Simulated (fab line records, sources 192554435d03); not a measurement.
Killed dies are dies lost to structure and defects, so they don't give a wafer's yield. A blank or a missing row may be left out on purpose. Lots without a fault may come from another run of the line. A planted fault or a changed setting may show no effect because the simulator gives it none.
fab line records | flow n5_finfet
record lots=5 wafers=15 last_day=18
route steps=1938 shown BEOL_M6@1254 BEOL_M7@1263 PASSIVATION@1936
lots that met no fault: from a run of the same line without faults
start_h: hours from the record's first day to the start of the lot's first wafer shown | wait_h: hours since the lot's step before | " the same as in the row above | L1.1+2: a row that stands for several wafers | - no value, or no start given | * or withheld: withheld | < > ~ a bound
route shown NAME@n: a module of which the file shows steps, and the number in the route of the first | usual: mean/standard deviation of fault-free wafers | same: alike in all rows | chamber/n: place in a boat | sites: the reading at each site | _std_site: their standard deviation | _edge_site: outer sites' mean less inner sites' | radius_mm: how far each site lies from the wafer's centre | mask NAME#n: copy n | behind: the tool/chamber that last shaped the wafer | hold: why the lot was held/for how many hours/how that ended | device: the transistor (n, p or np) that didn't switch | end of line: the same wafers' tests at the end of the route | a step without rows: its recipe alone | killed: dies lost to structure and defects at the first sort, not the wafer's yield | map: a wafer's dies, x killed, . not, _ none there
set.NAME: the setting as run; set.NAME@STEP: as run at that earlier step | model.NAME: the simulator's own value behind a step, which no gauge read
lots at some steps of the route; a table a step, a row a wafer
services: from which hour (start_h, from the record's first day; less than 0 if before it) a tool's chamber was out of use, for how many hours, and why
## steps
# step N5_BEOL_M6_SPUTTER_48
# recipe material=Cu target_thk_a=100 temp_c=-20 bias_v=60 power_w=26000 chamber_pressure_pa=0.13 time_s=1.667
# step N5_BEOL_M6_ECD_50
# recipe material=Cu target_thk_a=3000
# step N5_BEOL_M6_ANNEAL_51
# recipe temp_c=225 time_s=90 ambient=N2
# step N5_BEOL_M6_CMP_52
# recipe stop_on=SiCOH_lowk t_overpolish_s=6.9 down_force_psi=1 platen_rpm=50 clearing_platen_down_force_psi=1.5 clearing_platen_rpm=50 post_cmp_clean=cu_alkaline target_thk_nm=80 clearing_platen_pad_velocity_m_s=0.99484 pad_velocity_m_s=0.99484
# usual barrier_field_endpoint_s=29.3/0.79 motor_current_A=6.2/0.75 overpolish_run_s=6.901/0.0092 time_to_endpoint_s=63/3.2
# columns lot.wafer tool chamber start_h wait_h barrier_field_endpoint_s motor_current_A overpolish_run_s time_to_endpoint_s
L543.2 cmp-03 3 185.01 0.2 29.4 5.3 6.917 67
L543.3 " 0 " " 29.0 6.9 6.890 64
L543.1 " 1 " " 28.0 6.2 6.893 60
L546.1 cmp-02 2 221.08 0.3 29.1 5.5 6.902 64
L546.2 " 0 " " 29.2 5.7 6.889 64
L546.6 " 1 " " 29.8 5.4 6.891 67
L562.4 cmp-03 3 308.36 0.1 30.0 5.2 6.910 64
L562.2 " 1 " " 29.2 6.4 6.909 64
L562.6 " 3 " " 28.2 5.0 6.887 64
L564.2 cmp-03 0 333.17 0.2 29.7 6.7 6.899 68
L564.1 " 1 " " 29.5 6.2 6.905 69
L564.4 " 2 " " 29.3 7.3 6.900 62
L566.1 cmp-03 2 348.87 0.4 29.5 7.1 6.901 63
L566.6 " 3 " " 30.5 5.1 6.898 65
L566.5 " 0 " " 30.4 6.6 6.892 67
# step N5_BEOL_M6_THK_MEAS_53
# recipe thk_meas_gauge=xrf reads=Cu_of_BEOL_M6_ECD_50
# usual M6_THK=80.3/2
# columns lot.wafer tool chamber start_h wait_h M6_THK[nm]
L543.1 film_metro-02 - 185.30 - 81.0
L543.2 " - " " 81.3
L543.3 " - " " 82.0
L546.1 film_metro-02 - 221.34 - 82.3
L546.2 " - " " 81.1
L546.6 " - " " 81.2
L562.2 film_metro-01 - 308.66 - 82.4
L562.4 " - " " 83.2
L562.6 " - " " 80.9
L564.1 film_metro-02 - 333.42 - 78.9
L564.2 " - " " 78.1
L564.4 " - " " 78.5
L566.1 film_metro-01 - 349.05 - 77.6
L566.5 " - " " 79.9
L566.6 " - " " 79.9
# step N5_BEOL_M6_PRE_CLEAN_55
# recipe gas=NH3 time_s=15 temp_c=withheld rf_power_w=300
# step N5_BEOL_M6_DEP_56
# recipe material=SiCN target_thk_a=100 temp_c=withheld precursor=3MS/NH3 pressure_torr=3 rf_w=202 time_s=17.5
# step N5_BEOL_M6_RS_MEAS_57
# recipe thk_meas_gauge=four-point-probe reads=Cu_of_BEOL_M6_ECD_50+Co_of_BEOL_M6_CVD_78+TaN_of_BEOL_M6_ALD_77
# usual M6_RS=0.285/0.0084
# columns lot.wafer tool chamber start_h wait_h M6_RS[ohm/sq]
L543.1 film_metro-02 - 185.43 0.1 0.282
L543.2 " - " " 0.282
L543.3 " - " " 0.278
L546.1 film_metro-02 - 221.47 0.1 0.277
L546.2 " - " " 0.279
L546.6 " - " " 0.279
L562.2 film_metro-01 - 308.79 0.1 0.280
L562.4 " - " " 0.277
L562.6 " - " " 0.286
L564.1 film_metro-01 - 333.55 0.1 0.288
L564.2 " - " " 0.292
L564.4 " - " " 0.289
L566.1 film_metro-02 - 349.18 0.1 0.295
L566.5 " - " " 0.286
L566.6 " - " " 0.287
# step N5_BEOL_M6_INSPECT_58
# recipe inspect_instrument=darkfield mode=post_dep
# usual raw_defect_count=76/25
# columns lot.wafer tool chamber start_h wait_h raw_defect_count
L543.1 defect_inspect-02 - 185.46 0.0 54
L543.2 " - " " 71
L543.3 " - " " 59
L546.1 defect_inspect-01 - 221.50 0.0 63
L546.2 " - " " 92
L546.6 " - " " 87
L562.2 defect_inspect-01 - 308.81 0.0 101
L562.4 " - " " 68
L562.6 " - " " 83
L564.1 defect_inspect-01 - 333.58 0.0 50
L564.2 " - " " 69
L564.4 " - " " 45
L566.1 defect_inspect-02 - 349.20 0.0 59
L566.5 " - " " 53
L566.6 " - " " 48
# step N5_BEOL_M7_ILD_DEP_00
# recipe material=SiCOH_lowk target_thk_a=1797.5 temp_c=300 precursor=DEMS/porogen pressure_torr=5 rf_w=500 time_s=33.4
# step N5_BEOL_M7_CURE_74
# recipe temp_c=385 time_s=240 ambient=He/Ar material=SiCOH_lowk
# step N5_BEOL_M7_THK_MEAS_01
# recipe reads=SiCOH_lowk_of_BEOL_M7_ILD_DEP_00
# usual M7_ILD_THK=155.5/2.5
# columns lot.wafer tool chamber start_h wait_h M7_ILD_THK[nm]
L543.1 film_metro-02 - 186.07 0.4 149.3
L543.2 " - " " 151.3
L543.3 " - " " 152.6
L546.1 film_metro-02 - 222.11 0.4 154.3
L546.2 " - " " 156.7
L546.6 " - " " 159.0
L562.2 film_metro-01 - 309.43 0.4 155.4
L562.4 " - " " 156.6
L562.6 " - " " 159.8
L564.1 film_metro-02 - 334.19 0.4 156.8
L564.2 " - " " 155.2
L564.4 " - " " 156.3
L566.1 film_metro-01 - 349.82 0.4 156.0
L566.5 " - " " 158.7
L566.6 " - " " 158.7
# step N5_BEOL_M7_PECVD_70
# recipe material=SiO2 target_thk_a=200 temp_c=400 precursor=TEOS/O2 pressure_torr=5.5 rf_w=450 teos_flow_sccm=53.8 gas=O2 flow_sccm=3000 time_s=22.7
# usual heater_power_w=746/120 showerhead_plenum_p_Torr=8.83/0.068 throttle_valve_pct=22.3/0.91
# columns lot.wafer tool chamber start_h wait_h heater_power_w showerhead_plenum_p_Torr throttle_valve_pct model.SiO2_of_BEOL_M7_PECVD_70.thk_nm
L543.1 pecvd-03 1 186.11 0.0 782 8.75 22.2 19.8
L543.2 " 0 " " 781 8.88 21.9 19.4
L543.3 " 2 " " 612 8.76 21.3 19.4
L546.1 pecvd-01 0 222.15 0.0 730 8.93 22.4 19.8
L546.2 " 2 " " 998 8.81 24.1 19.8
L546.6 " 2 " " 1003 8.79 23.6 20.2
L562.2 pecvd-03 0 309.46 0.0 808 8.86 21.7 19.6
L562.4 " 2 " " 643 8.74 21.6 20.4
L562.6 " 0 " " 656 8.85 21.9 22.2
L564.1 pecvd-01 1 334.23 0.0 805 8.93 22.0 19.6
L564.2 " 2 " " 919 8.81 24.6 19.8
L564.4 " 1 " " 802 8.90 22.0 20
L566.1 pecvd-01 2 349.86 0.0 994 8.83 24.6 19.8
L566.5 " 2 " " 1013 8.79 24.4 20.2
L566.6 " 0 " " 664 8.95 22.4 20
# step N5_BEOL_M7_HM_DEP_02
# recipe material=TiN target_thk_a=200 temp_c=25 chamber_pressure_pa=0.49996
# usual throttle_valve_pct=29.8/1.2
# columns lot.wafer tool chamber start_h wait_h throttle_valve_pct
L543.1 pvd_sputter-01 - 186.51 0.4 31.1
L543.2 " - " " 30.0
L543.3 " - " " 28.1
L546.1 pvd_sputter-02 - 222.87 0.7 29.2
L546.2 " - " " 29.5
L546.6 " - " " 28.5
L562.2 pvd_sputter-01 - 310.82 1.3 30.5
L562.4 " - " " 30.0
L562.6 " - " " 31.6
L564.1 pvd_sputter-03 - 334.97 0.7 29.3
L564.2 " - " " 29.3
L564.4 " - " " 28.8
L566.1 pvd_sputter-01 - 350.51 0.6 29.9
L566.5 " - " " 28.2
L566.6 " - " " 30.6
# step N5_BEOL_M7_COAT_59
# recipe resist=SOC temp_c=250 time_s=60 spin_rpm=1500 resist_thk_nm=100
# step N5_BEOL_M7_COAT_60
# recipe resist=SiARC temp_c=220 time_s=60 spin_rpm=1500 resist_thk_nm=35
# step N5_BEOL_M7_COAT_05
# recipe resist=CAR-ArF spin_rpm=1500 resist_thk_nm=90
# step N5_BEOL_M7_EBR_07
# recipe solvent=PGMEA ebr_width_mm=1.5
# step N5_BEOL_M7_SOFTBAKE_06
# recipe temp_c=110 time_s=60 resist=CAR-ArF
# step N5_BEOL_M7_EXPOSE_08
# recipe mask_id=M7 na=1.35 source_shape=dipole sigma_inner=0.817 sigma_outer=0.97 polarization=te dose_mj=68.25
# step N5_BEOL_M7_PEB_09
# recipe peb_temp_c=withheld peb_time_s=60 resist=CAR-ArF
# step N5_BEOL_M7_DEVELOP_10
# recipe develop_time_s=30 developer=TMAH resist=CAR-ArF rinse_liquid=diw dry=air_spin dev_temp_c=23
# step N5_BEOL_M7_CD_MEAS_11
# recipe target_cd_nm=38.5 landing_energy_ev=500 detector=se_inlens polarity=opening
# usual cd_nm=38.4/0.51
# columns lot.wafer tool chamber start_h wait_h cd_nm
L543.1 cd_sem-02 0 187.02 - 38.8
L543.2 " 0 " " 39.3
L543.3 " 0 " " 39.0
L546.1 cd_sem-03 0 223.25 - 38.2
L546.2 " 0 " " 38.4
L546.6 " 0 " " 38.6
L562.2 cd_sem-02 0 311.40 - 38.5
L562.4 " 0 " " 38.5
L562.6 " 0 " " 38.5
L564.1 cd_sem-03 0 335.34 - 38.5
L564.2 " 0 " " 37.7
L564.4 " 0 " " 38.2
L566.1 cd_sem-03 0 351.01 - 39.1
L566.5 " 0 " " 38.5
L566.6 " 0 " " 39.6
# step N5_BEOL_M7_OVL_MEAS_12
# recipe points_per_wafer=44
# usual M7_OVL=-0.2/0.77
# columns lot.wafer tool chamber start_h wait_h M7_OVL[nm]
L543.1 overlay-01 0 187.05 0.0 -0.6
L543.2 " 0 " " 0.0
L543.3 " 0 " " -0.2
L546.1 overlay-01 0 223.28 0.0 -0.7
L546.2 " 0 " " -0.2
L546.6 " 0 " " 0.1
L562.2 overlay-01 0 311.43 0.0 0.4
L562.4 " 0 " " 0.2
L562.6 " 0 " " 1.9
L564.1 overlay-02 0 335.37 0.0 -1.2
L564.2 " 0 " " -1.0
L564.4 " 0 " " -2.1
L566.1 overlay-02 0 351.04 0.0 1.0
L566.5 " 0 " " 1.0
L566.6 " 0 " " 0.2
# step N5_BEOL_M7_INSPECT_13
# recipe mode=adi inspect_instrument=brightfield
# usual raw_defect_count=399/85
# columns lot.wafer tool chamber start_h wait_h raw_defect_count
L543.1 defect_inspect-01 - 187.08 0.0 623
L543.2 " - " " 346
L543.3 " - " " 447
L546.1 defect_inspect-01 - 223.31 0.0 309
L546.2 " - " " 485
L546.6 " - " " 516
L562.2 defect_inspect-01 - 311.45 0.0 396
L562.4 " - " " 434
L562.6 " - " " 365
L564.1 defect_inspect-02 - 335.40 0.0 469
L564.2 " - " " 407
L564.4 " - " " 382
L566.1 defect_inspect-01 - 351.06 0.0 385
L566.5 " - " " 252
L566.6 " - " " 333
# step N5_BEOL_M7_DESCUM_16
# recipe chemistry=O2 time_s=7.9 source_power_w=50 bias_power_w=20 pressure_mtorr=20 rf_frequency_hz=2.712e+07 temp_c=40 resist=CAR-ArF o2_flow_sccm=225
# usual drypump_motor_current_A=5.7/0.39 oes_product_au=0.79/0.091 rf_vpp_V=243.2/1.6 showerhead_plenum_p_Torr=2.10/0.084 temp_c=39.99/0.12 throttle_valve_pct=20.40/0.25
# columns lot.wafer tool chamber start_h wait_h drypump_motor_current_A oes_product_au rf_hours_counter_h rf_vpp_V showerhead_plenum_p_Torr temp_c throttle_valve_pct
L543.1 rie_diel-03 0 187.14 0.1 5.8 0.81 91 245.0 2.20 40.08 20.44
L543.2 " 2 " " 5.9 0.72 230 241.5 1.98 40.02 20.44
L543.3 " 3 " " 5.7 0.93 11 243.0 2.14 40.05 20.18
L546.1 rie_diel-04 0 223.34 0.0 5.1 0.73 178 241.1 2.00 40.15 20.77
L546.2 " 2 " " 6.1 0.68 240 242.1 2.05 39.96 20.67
L546.6 " 2 " " 6.1 0.68 - 243.7 2.05 39.99 20.67
L562.2 rie_diel-03 2 311.49 0.0 5.8 0.96 9 245.6 2.24 39.80 20.09
L562.4 " 0 " " 5.8 0.78 127 245.2 2.19 40.17 20.51
L562.6 " 1 " " 5.1 0.77 - 241.1 2.01 40.05 20.08
L564.1 rie_diel-03 2 335.43 0.0 5.8 0.93 17 244.7 2.23 39.88 20.10
L564.2 " 0 " " 5.9 0.77 135 244.9 2.19 39.73 20.55
L564.4 " 3 " " 5.7 0.84 58 244.0 2.13 40.10 20.24
L566.1 rie_diel-03 2 351.09 0.0 5.8 0.92 21 245.9 2.23 40.29 20.10
L566.5 " 1 " " 5.1 0.75 - 242.5 2.01 39.92 20.09
L566.6 " 2 " " 5.8 0.92 - 244.7 2.23 40.16 20.10
# step N5_BEOL_M7_ETCH_61
# recipe chemistry=CF4 target=SiARC target_depth_a=455 mask_material=CAR-ArF time_s=75.8 ion_energy_ev=80 pressure_mtorr=40 source_w=545 bias_w=36 Ar_flow_sccm=100 cf4_flow_sccm=100 ends=cleared
# step N5_BEOL_M7_ETCH_62
# recipe chemistry=N2/H2 target=SOC target_depth_a=1100 overetch_a=220 mask_material=SiARC temp_c=40 time_s=165 ion_energy_ev=200 pressure_mtorr=30 source_w=840 bias_w=150 n2_flow_sccm=200 h2_flow_sccm=200
# usual drypump_motor_current_A=5.7/0.38 h2_flow_sccm=199.9/0.57 oes_product_au=0.67/0.072 rf_vpp_V=524.1/2.9 showerhead_plenum_p_Torr=2.55/0.1 temp_c=39.99/0.1 throttle_valve_pct=17.78/0.27
# columns lot.wafer tool chamber start_h wait_h drypump_motor_current_A h2_flow_sccm oes_product_au rf_hours_counter_h rf_vpp_V showerhead_plenum_p_Torr temp_c throttle_valve_pct
L543.1 rie_diel-03 0 187.23 0.0 5.8 199.5 0.69 91 526.7 2.70 40.14 17.96
L543.2 " 2 " " 5.9 199.2 0.61 230 520.7 2.40 39.96 17.75
L543.3 " 3 " " 5.7 200.6 0.78 11 525.3 2.61 39.95 17.53
L546.1 rie_diel-04 0 223.43 0.0 5.1 199.5 0.62 178 519.3 2.42 40.02 18.08
L546.2 " 2 " " 6.1 199.5 0.59 240 522.6 2.50 40.01 18.04
L546.6 " 2 " " 6.1 198.5 0.58 - 523.3 2.50 39.99 18.04
L562.2 rie_diel-03 2 311.58 0.0 5.8 200.1 0.81 9 528.6 2.71 39.96 17.37
L562.4 " 0 " " 5.9 199.8 0.65 127 527.1 2.69 39.87 18.05
L562.6 " 1 " " 5.1 199.8 0.64 - 520.8 2.46 39.93 17.57
L564.1 rie_diel-03 2 335.52 0.0 5.8 199.7 0.79 17 528.3 2.70 39.98 17.37
L564.2 " 0 " " 5.9 200.1 0.65 135 528.4 2.68 40.01 18.04
L564.4 " 3 " " 5.7 200.2 0.72 58 525.7 2.59 39.87 17.63
L566.1 rie_diel-03 2 351.19 0.0 5.8 200.7 0.78 21 527.8 2.70 40.02 17.38
L566.5 " 1 " " 5.1 198.7 0.63 - 521.3 2.45 40.10 17.57
L566.6 " 2 " " 5.8 200.2 0.78 - 529.2 2.70 40.19 17.40
# step N5_BEOL_M7_STRIP_68
# recipe chemistry=N2/H2 temp_c=40 n2_flow_sccm=200 h2_flow_sccm=200 rf_frequency_hz=6e+07
# step N5_BEOL_M7_STRIP_67
# recipe chemistry=CF4 resist=SiARC power_w=300 bias_power_w=75 pressure_mtorr=50 cf4_flow_sccm=150 rf_frequency_hz=6e+07
# step N5_BEOL_M7_HM_OPEN_17
# recipe chemistry=Cl2/BCl3 target_depth_a=200 overetch_a=60 target=TiN mask_material=SOC ion_energy_ev=150 pressure_mtorr=10 icp_w=1000 bias_w=126 Cl2_flow_sccm=53.25 bcl3_flow_sccm=21.75 Ar_flow_sccm=25
# usual drypump_motor_current_A=5.9/0.43 oes_product_au=0.61/0.082 throttle_valve_pct=22.22/0.25
# columns lot.wafer tool chamber start_h wait_h drypump_motor_current_A oes_product_au rf_hours_counter_h throttle_valve_pct
L543.1 rie_metal-01 0 187.42 0.0 5.9 0.68 38 21.87
L543.2 " 1 " " 6.5 0.54 114 22.03
L543.3 " 1 " " 6.4 0.55 - 22.03
L546.1 rie_metal-03 0 223.62 0.0 6.6 0.55 109 22.10
L546.2 " 1 " " 5.6 0.63 60 22.53
L546.6 " 0 " " 6.6 0.55 - 22.07
L562.2 rie_metal-03 0 311.77 0.0 6.6 0.85 0 21.78
L562.4 " 1 " " 5.6 0.60 - 22.54
L562.6 " 0 " " 6.6 0.86 - 21.78
L564.1 rie_metal-03 1 335.71 0.0 5.6 0.60 73 22.55
L564.2 " 0 " " 6.6 0.81 3 21.79
L564.4 " 1 " " 5.6 0.60 - 22.54
L566.1 rie_metal-02 0 351.37 0.0 5.5 0.56 102 22.44
L566.5 " 0 " " 5.5 0.56 - 22.42
L566.6 " 1 " " 6.1 0.83 - 22.10
# step N5_BEOL_M7_STRIP_19
# recipe chemistry=O2 power_w=400 temp_c=40 pressure_mtorr=30 rf_frequency_hz=6e+07 bias_power_w=0 overash_fraction=0.2 o2_flow_sccm=225
# step N5_BEOL_M7_CD_MEAS_18
# recipe pitch_nm=80 target_cd_nm=40
# usual cd_nm=39.9/0.63
# columns lot.wafer tool chamber start_h wait_h cd_nm
L543.1 cd_sem-03 - 187.70 0.0 40.5
L543.2 " - " " 40.1
L543.3 " - " " 40.3
L546.1 cd_sem-03 - 223.80 0.0 38.8
L546.2 " - " " 39.0
L546.6 " - " " 38.8
L562.2 cd_sem-02 - 312.03 0.1 40.3
L562.4 " - " " 39.9
L562.6 " - " " 39.7
L564.1 cd_sem-02 - 335.92 0.0 40.7
L564.2 " - " " 39.8
L564.4 " - " " 39.9
L566.1 cd_sem-01 - 351.55 0.0 40.9
L566.5 " - " " 40.0
L566.6 " - " " 41.6
# step N5_BEOL_M7_COAT_63
# recipe resist=SOC temp_c=250 time_s=60 spin_rpm=1500 resist_thk_nm=60
# step N5_BEOL_M7_COAT_64
# recipe resist=SiARC temp_c=220 time_s=60 spin_rpm=1500 resist_thk_nm=12
# step N5_BEOL_M7_COAT_71
# recipe resist=underlayer temp_c=205 time_s=60 spin_rpm=1500 resist_thk_nm=5
# step N5_BEOL_M7_COAT_22
# recipe resist=CAR-EUV spin_rpm=1500 resist_thk_nm=30
# step N5_BEOL_M7_EBR_24
# recipe solvent=PGMEA ebr_width_mm=1.5
# step N5_BEOL_M7_SOFTBAKE_23
# recipe temp_c=110 time_s=60 resist=CAR-EUV
# step N5_BEOL_M7_EXPOSE_25
# recipe mask_id=V6 na=0.33 source_shape=annular sigma_inner=0.4 sigma_outer=0.8 polarization=unpolarized target_cd_nm=40 dose_mj=42.5
# step N5_BEOL_M7_PEB_26
# recipe peb_temp_c=100 peb_time_s=60 resist=CAR-EUV
# step N5_BEOL_M7_DEVELOP_27
# recipe develop_time_s=30 developer=TMAH resist=CAR-EUV rinse_liquid=surfactant_rinse dry=air_spin dev_temp_c=23
# step N5_BEOL_M7_HM_STRIP_39
# recipe chemistry=peroxide_tin_strip material=TiN target_depth_a=250 temp_c=50 time_s=158
# usual bath_heat_duty_pct=7.3/0.98 temp_c=49.98/0.12
# columns lot.wafer tool chamber start_h wait_h bath_heat_duty_pct temp_c model.SiO2_of_BEOL_M7_PECVD_70.thk_nm
L543.1 wet_bench-04 2 188.88 0.0 7.5 50.35 19.6
L543.2 " 3 " " 8.9 49.97 19.2
L543.3 " 7 " " 7.6 50.08 19.2
L546.1 wet_bench-01 1 226.52 0.0 8.0 49.94 19.6
L546.2 " 4 " " 8.1 49.62 19.8
L546.6 " 0 " " 7.3 50.00 20
L562.2 wet_bench-04 6 315.07 0.0 6.9 49.97 19.6
L562.4 " 3 " " 8.8 50.14 20.2
L562.6 " 0 " " 7.3 50.23 22
L564.1 wet_bench-01 7 337.04 0.0 7.8 50.08 19.4
L564.2 " 5 " " 8.6 50.20 19.6
L564.4 " 2 " " 8.7 50.00 19.8
L566.1 wet_bench-03 4 354.03 0.0 8.3 50.13 19.8
L566.5 " 5 " " 6.2 49.99 20
L566.6 " 0 " " 6.3 49.79 19.8
# step N5_BEOL_M7_CMP_52
# recipe stop_on=SiCOH_lowk t_overpolish_s=6.9 down_force_psi=1 platen_rpm=50 clearing_platen_down_force_psi=1.5 clearing_platen_rpm=50 post_cmp_clean=cu_alkaline target_thk_nm=80 clearing_platen_pad_velocity_m_s=0.99484 pad_velocity_m_s=0.99484
# usual barrier_field_endpoint_s=28.8/0.84 motor_current_A=6.0/0.57
# columns lot.wafer tool chamber start_h wait_h barrier_field_endpoint_s motor_current_A
L543.3 cmp-04 2 191.81 0.2 28.5 5.8
L543.2 " 3 " " 28.1 6.0
L543.1 " 1 " " 30.4 6.6
L546.2 cmp-01 0 229.15 0.2 27.5 5.1
L546.1 " 2 " " 28.1 5.4
L546.6 " 1 " " 28.2 5.5
L562.2 cmp-03 1 317.48 0.2 28.8 6.7
L562.4 " 2 " " 29.4 7.1
L562.6 " 0 " " 31.4 7.0
L564.2 cmp-03 0 339.58 0.2 29.1 7.0
L564.4 " 1 " " 28.7 6.1
L564.1 " 2 " " 27.8 7.4
L566.1 cmp-04 2 356.36 0.3 29.6 5.9
L566.6 " 2 " " 29.2 5.8
L566.5 " 3 " " 29.4 5.9
# step N5_PASSIVATION_PROBE_49
# usual defect_limited_yield=91.3/1.5 killed_at_M0_to_M3=34/10 killed_at_M4_up=13/4.9 killed_at_contacts=13/6.1 killed_at_front_end=39/13 killed_at_other=4.1/2.7 killed_dies=103/18 killed_open=68/13 killed_short=32/7.6 sort_bin_5_function=5.2/1 sort_bin_6_memory=3.2/0.75 sort_n_pass=1077/18 sort_yield_pct=91.3/1.5
# same gross_dies=1180 killed_at_back_side=0 sort_bin_4_leakage[%]=0 sort_bin_8_speed[%]=0
# columns lot.wafer tool chamber start_h wait_h defect_limited_yield[%] killed_at_M0_to_M3 killed_at_M4_up killed_at_contacts killed_at_front_end killed_at_other killed_dies killed_open killed_short sort_bin_5_function[%] sort_bin_6_memory[%] sort_n_pass sort_yield_pct[%]
L543.1 prober-02 - 264.02 0.0 91.4 35 17 11 35 3 101 67 31 5.3 3.1 1079 91.4
L543.2 prober-02 - 264.07 0.1 91.8 30 20 5 34 8 97 57 34 4.7 3.1 1083 91.8
L543.3 prober-02 - 264.12 0.1 94.2 19 11 13 23 2 68 39 24 3.2 1.9 1112 94.2
L562.2 prober-01 - 396.05 0.1 90.8 29 21 6 44 9 109 72 36 5.8 3.1 1071 90.8
L562.4 prober-01 - 396.15 0.2 92.6 26 13 4 38 6 87 55 32 3.7 3.3 1093 92.6
L562.6 prober-01 - 396.25 0.3 92.5 27 10 8 39 4 88 57 30 5.0 2.2 1092 92.5
L566.1 prober-02 - 434.07 0.0 88.5 40 13 21 55 7 136 77 55 6.9 4.1 1044 88.5
L566.5 prober-02 - 434.27 0.2 91.1 27 20 18 39 1 105 66 37 5.3 3.5 1075 91.1
L566.6 prober-02 - 434.32 0.3 92.6 40 13 8 22 4 87 61 25 4.1 3.2 1093 92.6
# killed by level:class
L543.1 STI_FIN_REVEAL:geometric_particle:open=17 BEOL_M3:geometric_particle:open=14 BEOL_M0_SAQP:geometric_particle:short=7 MOL_CONTACT_COAG:geometric_particle:open=6 BEOL_M1:geometric_particle:open=6 BEOL_M4:geometric_particle:open=6 MOL_CONTACT_COAG:geometric_particle:short=4 STARTING-WAFER:geometric_particle:short=4
L543.2 BEOL_M3:geometric_particle:open=8 BEOL_M4:geometric_particle:open=8 STI_FIN_REVEAL:geometric_particle:open=7 BEOL_M0_SAQP:geometric_particle:open=7 BEOL_M0_SAQP:geometric_particle:short=7 DUMMY_GATE:geometric_particle:open=4 ILD0:geometric_particle:short=4 MOL_CONTACT_COAG:geometric_particle:open=4
L543.3 STI_FIN_REVEAL:geometric_particle:open=9 MOL_CONTACT_COAG:geometric_particle:open=6 MOL_CONTACT_COAG:geometric_particle:short=5 BEOL_M0_SAQP:geometric_particle:short=4 BEOL_M0_SAQP:geometric_particle:open=4 BEOL_M2:geometric_particle:open=4 BEOL_M5:geometric_particle:open=4 STARTING-WAFER:geometric_particle:short=3
L562.2 BEOL_M4:geometric_particle:open=15 STI_FIN_REVEAL:geometric_particle:open=14 FIN_SAQP:geometric_particle:short=8 FIN_SAQP:geometric_particle:open=8 BEOL_M0_SAQP:geometric_particle:short=8 MOL_CONTACT_COAG:geometric_particle:open=6 BEOL_M3:geometric_particle:open=6 BEOL_M0_SAQP:geometric_particle:open=5
L562.4 STI_FIN_REVEAL:geometric_particle:open=15 FIN_SAQP:geometric_particle:short=10 BEOL_M0_SAQP:geometric_particle:short=9 BEOL_M4:geometric_particle:open=7 FIN_SAQP:geometric_particle:open=6 BEOL_M0_SAQP:geometric_particle:open=6 BEOL_M1:geometric_particle:open=5 MOL_CONTACT_COAG:geometric_particle:open=3
L562.6 FIN_SAQP:geometric_particle:open=10 BEOL_M0_SAQP:geometric_particle:open=10 GATE_CUT:geometric_particle:open=7 FIN_SAQP:geometric_particle:short=6 MOL_CONTACT_COAG:geometric_particle:open=6 BEOL_M0_SAQP:geometric_particle:short=4 BEOL_M1:geometric_particle:short=4 BEOL_M4:geometric_particle:open=4
L566.1 BEOL_M1:geometric_particle:open=16 FIN_SAQP:geometric_particle:short=14 MOL_CONTACT_COAG:geometric_particle:open=14 STI_FIN_REVEAL:geometric_particle:open=8 MOL_CONTACT_COAG:geometric_particle:short=7 FIN_SAQP:geometric_particle:open=6 BEOL_M0_SAQP:geometric_particle:short=5 BEOL_M1:geometric_particle:short=5
L566.5 MOL_CONTACT_COAG:geometric_particle:open=14 BEOL_M4:geometric_particle:open=10 FIN_SAQP:geometric_particle:open=7 FIN_SAQP:geometric_particle:short=6 BEOL_M2:geometric_particle:short=6 GATE_CUT:geometric_particle:short=5 STI_FIN_REVEAL:geometric_particle:open=4 BEOL_M1:geometric_particle:open=4
L566.6 BEOL_M4:geometric_particle:open=9 BEOL_M3:geometric_particle:open=9 BEOL_M1:geometric_particle:open=8 MOL_CONTACT_COAG:geometric_particle:open=7 BEOL_M0_SAQP:geometric_particle:open=6 BEOL_M0_SAQP:geometric_particle:short=5 STARTING-WAFER:geometric_particle:short=4 FIN_SAQP:geometric_particle:short=3
## services
# columns tool chamber start_h hours kind
rie_diel-03 - 163.67 4.3 pm
pecvd-01 - 184.12 2.8 pm
wet_bench-04 - 186.98 0.9 repair
rie_diel-04 3 192.54 5.8 repair
pvd_sputter-01 - 196.31 1.0 repair
cmp-03 - 207.55 0.8 repair
cmp-03 - 211.29 4.0 pm
rie_diel-03 0 213.96 5.6 repair
cmp-04 - 216.75 7.7 pm
cmp-04 - 229.91 4.0 pm
rie_diel-04 0 237.79 3.5 repair
rie_metal-03 - 238.17 1.4 pm
rie_diel-04 1 248.31 9.3 repair
rie_diel-03 2 249.73 7.8 repair
pecvd-03 2 264.37 6.0 repair
pecvd-01 1 282.80 15.4 repair
cmp-04 - 283.62 0.9 repair
rie_diel-04 1 284.76 2.5 repair
cmp-03 - 287.73 5.6 repair
pecvd-01 2 293.00 3.6 repair
wet_bench-04 - 293.71 1.9 pm
pvd_sputter-01 - 302.73 1.0 repair
cmp-03 - 304.46 0.3 repair
rie_diel-04 3 324.90 6.0 repair
## key
first_sign step=N5_BEOL_M7_CMP_52 reading=barrier_field_endpoint_s direction=up sigmas=3.1 usual=28.8 struck=31.4
effect none on later readings
model_effect step=N5_BEOL_M7_PECVD_70 value=SiO2_of_BEOL_M7_PECVD_70.thk_nm without=20.2 struck=22.2
model_effect step=N5_BEOL_M7_HM_STRIP_39 value=SiO2_of_BEOL_M7_PECVD_70.thk_nm without=20 struck=22
met_at N5_BEOL_M7_PECVD_70
struck_wafers L562.6
onset_between 186.11 309.46
fault kind=process_parameter_drift tool=pecvd-03 chamber=- onset_h=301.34 steps=N5_BEOL_M7_PECVD_70 channel=time_s offset=* shape=step end_h=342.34 scope=struck_wafers_only acts_in=* stated=*
